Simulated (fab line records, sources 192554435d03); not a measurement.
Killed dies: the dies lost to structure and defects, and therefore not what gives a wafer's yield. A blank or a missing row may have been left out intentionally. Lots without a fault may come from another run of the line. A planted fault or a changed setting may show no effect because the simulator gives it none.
Split-lot study :: flow n5Finfet :: 7 lots, 39 wafers read, on a route of 1938 steps

== THE SPLIT ==
At N5_HKMG_FIN_ETCH_32 (etches SOC in N2/H2, target depth 240 nm, time 300 s), the setting biasW was moved away from the recipe's 150 W on 18 of the 39 wafers read, by -18.2% to +7.1%. The other wafers ran this setting at the recipe's value.

The reading is taken at the split's own step.

== THE READING ==
rfVppV, in V, at N5_HKMG_FIN_ETCH_32 (etches SOC in N2/H2, target depth 240 nm, time 300 s). On this fab line, fault-free wafers typically give 524.2 V with a standard deviation of 2.5 V.

wafer: L074.2
tool, chamber at the split: rieDiel-03, 1
biasW as run, W: 150
against the recipe: recipe
rfVppV, V: 523.1
against lot-mates on the recipe: -

wafer: L074.4
tool, chamber at the split: rieDiel-03, 2
biasW as run, W: 150
against the recipe: recipe
rfVppV, V: 527.5
against lot-mates on the recipe: -

wafer: L074.5
tool, chamber at the split: rieDiel-03, 1
biasW as run, W: 150
against the recipe: recipe
rfVppV, V: 522.8
against lot-mates on the recipe: -

wafer: L078.1
tool, chamber at the split: rieDiel-05, 0
biasW as run, W: 122.7
against the recipe: -18.2%
rfVppV, V: 460.3
against lot-mates on the recipe: -65.5

wafer: L078.2
tool, chamber at the split: rieDiel-05, 1
biasW as run, W: 150
against the recipe: recipe
rfVppV, V: 528.0
against lot-mates on the recipe: -

wafer: L078.3
tool, chamber at the split: rieDiel-05, 2
biasW as run, W: 150
against the recipe: recipe
rfVppV, V: 525.5
against lot-mates on the recipe: -

wafer: L078.4
tool, chamber at the split: rieDiel-05, 3
biasW as run, W: 122.7
against the recipe: -18.2%
rfVppV, V: 463.2
against lot-mates on the recipe: -62.6

wafer: L078.5
tool, chamber at the split: rieDiel-05, 3
biasW as run, W: 150
against the recipe: recipe
rfVppV, V: 523.9
against lot-mates on the recipe: -

wafer: L078.6
tool, chamber at the split: rieDiel-05, 0
biasW as run, W: 122.7
against the recipe: -18.2%
rfVppV, V: 460.8
against lot-mates on the recipe: -65.0

wafer: L079.1
tool, chamber at the split: rieDiel-03, 0
biasW as run, W: 126.3
against the recipe: -15.8%
rfVppV, V: 470.3
against lot-mates on the recipe: -55.8

wafer: L079.2
tool, chamber at the split: rieDiel-03, 2
biasW as run, W: 150
against the recipe: recipe
rfVppV, V: 527.9
against lot-mates on the recipe: -

wafer: L079.3
tool, chamber at the split: rieDiel-03, 3
biasW as run, W: 150
against the recipe: recipe
rfVppV, V: 524.6
against lot-mates on the recipe: -

wafer: L079.4
tool, chamber at the split: rieDiel-03, 0
biasW as run, W: 126.3
against the recipe: -15.8%
rfVppV, V: 470.7
against lot-mates on the recipe: -55.4

wafer: L079.5
tool, chamber at the split: rieDiel-03, 2
biasW as run, W: 126.3
against the recipe: -15.8%
rfVppV, V: 474.2
against lot-mates on the recipe: -51.9

wafer: L079.6
tool, chamber at the split: rieDiel-03, 3
biasW as run, W: 150
against the recipe: recipe
rfVppV, V: 525.7
against lot-mates on the recipe: -

wafer: L083.1
tool, chamber at the split: rieDiel-04, 3
biasW as run, W: 150
against the recipe: recipe
rfVppV, V: 524.2
against lot-mates on the recipe: -

wafer: L083.2
tool, chamber at the split: rieDiel-04, 1
biasW as run, W: 150
against the recipe: recipe
rfVppV, V: 520.0
against lot-mates on the recipe: -

wafer: L083.3
tool, chamber at the split: rieDiel-04, 0
biasW as run, W: 129.4
against the recipe: -13.7%
rfVppV, V: 473.6
against lot-mates on the recipe: -48.6

wafer: L083.4
tool, chamber at the split: rieDiel-04, 2
biasW as run, W: 129.4
against the recipe: -13.7%
rfVppV, V: 475.5
against lot-mates on the recipe: -46.7

wafer: L083.5
tool, chamber at the split: rieDiel-04, 2
biasW as run, W: 129.4
against the recipe: -13.7%
rfVppV, V: 474.4
against lot-mates on the recipe: -47.8

wafer: L083.6
tool, chamber at the split: rieDiel-04, 3
biasW as run, W: 150
against the recipe: recipe
rfVppV, V: 522.4
against lot-mates on the recipe: -

wafer: L089.1
tool, chamber at the split: rieDiel-04, 3
biasW as run, W: 160.7
against the recipe: +7.1%
rfVppV, V: 545.0
against lot-mates on the recipe: +24.2

wafer: L089.2
tool, chamber at the split: rieDiel-04, 0
biasW as run, W: 150
against the recipe: recipe
rfVppV, V: 520.5
against lot-mates on the recipe: -

wafer: L089.3
tool, chamber at the split: rieDiel-04, 2
biasW as run, W: 150
against the recipe: recipe
rfVppV, V: 521.7
against lot-mates on the recipe: -

wafer: L089.4
tool, chamber at the split: rieDiel-04, 1
biasW as run, W: 160.7
against the recipe: +7.1%
rfVppV, V: 544.7
against lot-mates on the recipe: +23.9

wafer: L089.5
tool, chamber at the split: rieDiel-04, 0
biasW as run, W: 160.7
against the recipe: +7.1%
rfVppV, V: 542.6
against lot-mates on the recipe: +21.8

wafer: L089.6
tool, chamber at the split: rieDiel-04, 1
biasW as run, W: 150
against the recipe: recipe
rfVppV, V: 520.1
against lot-mates on the recipe: -

wafer: L094.1
tool, chamber at the split: rieDiel-05, 2
biasW as run, W: 150
against the recipe: recipe
rfVppV, V: 524.0
against lot-mates on the recipe: -

wafer: L094.2
tool, chamber at the split: rieDiel-05, 1
biasW as run, W: 158.3
against the recipe: +5.5%
rfVppV, V: 546.8
against lot-mates on the recipe: +22.0

wafer: L094.3
tool, chamber at the split: rieDiel-05, 0
biasW as run, W: 158.3
against the recipe: +5.5%
rfVppV, V: 539.9
against lot-mates on the recipe: +15.1

wafer: L094.4
tool, chamber at the split: rieDiel-05, 3
biasW as run, W: 158.3
against the recipe: +5.5%
rfVppV, V: 540.4
against lot-mates on the recipe: +15.6

wafer: L094.5
tool, chamber at the split: rieDiel-05, 1
biasW as run, W: 150
against the recipe: recipe
rfVppV, V: 527.3
against lot-mates on the recipe: -

wafer: L094.6
tool, chamber at the split: rieDiel-05, 0
biasW as run, W: 150
against the recipe: recipe
rfVppV, V: 523.0
against lot-mates on the recipe: -

wafer: L096.1
tool, chamber at the split: rieDiel-04, 3
biasW as run, W: 150
against the recipe: recipe
rfVppV, V: 522.0
against lot-mates on the recipe: -

wafer: L096.2
tool, chamber at the split: rieDiel-04, 2
biasW as run, W: 134.8
against the recipe: -10.1%
rfVppV, V: 488.5
against lot-mates on the recipe: -33.7

wafer: L096.3
tool, chamber at the split: rieDiel-04, 1
biasW as run, W: 150
against the recipe: recipe
rfVppV, V: 521.5
against lot-mates on the recipe: -

wafer: L096.4
tool, chamber at the split: rieDiel-04, 0
biasW as run, W: 134.8
against the recipe: -10.1%
rfVppV, V: 485.7
against lot-mates on the recipe: -36.5

wafer: L096.5
tool, chamber at the split: rieDiel-04, 0
biasW as run, W: 134.8
against the recipe: -10.1%
rfVppV, V: 485.2
against lot-mates on the recipe: -37.0

wafer: L096.6
tool, chamber at the split: rieDiel-04, 3
biasW as run, W: 150
against the recipe: recipe
rfVppV, V: 523.1
against lot-mates on the recipe: -

THE FIT
A straight line over all 39 wafers: rfVppV changes by +3.38 V for each +1% of biasW; r = +1.00; the points scatter about the line by 2.7 V.
The same after taking each lot's own level away (the mean of its wafers on the recipe; 39 wafers): +3.45 V for each +1%; r = +1.00; scatter 1.8 V.
Per that fit: largest biasW move, reading shift of 63 V.
Measured against the standard deviation above, the lots' own levels, which go from 520.77 to 526.07 V, span 2.1 times it.
Consequently the slope shifts little with the lot-to-lot level, the two slopes agreeing.
Check: with one of the wafers moved furthest among these (-18.2%) left out of the fit, the line predicts -62.9 V for it against its lot-mates. Against them it came out at -65.5 V.
Tool readings at the split's step, against how far the setting was moved: rfVppV r = +1.00.

== OTHER SPLITS ON THESE WAFERS ==
These wafers also went through other splits before the reading. Each is held against what the fit with the lots' levels taken away leaves over:
other split on the same wafers: N5_DUMMY_GATE_EXPOSE_12 doseMj
wafers away from the commonest value: 12
r with rfVppV (lot level and that fit taken away): +0.34

other split on the same wafers: N5_DUMMY_GATE_ETCH_42 biasW
wafers away from the commonest value: 12
r with rfVppV (lot level and that fit taken away): +0.10

other split on the same wafers: N5_SD_EPI_P_EPI_21 tempC
wafers away from the commonest value: 12
r with rfVppV (lot level and that fit taken away): -0.14

== THE FILE'S OWN FIT ==
rfVppV changes by +3.47 V for each +1% of biasW, r = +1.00.
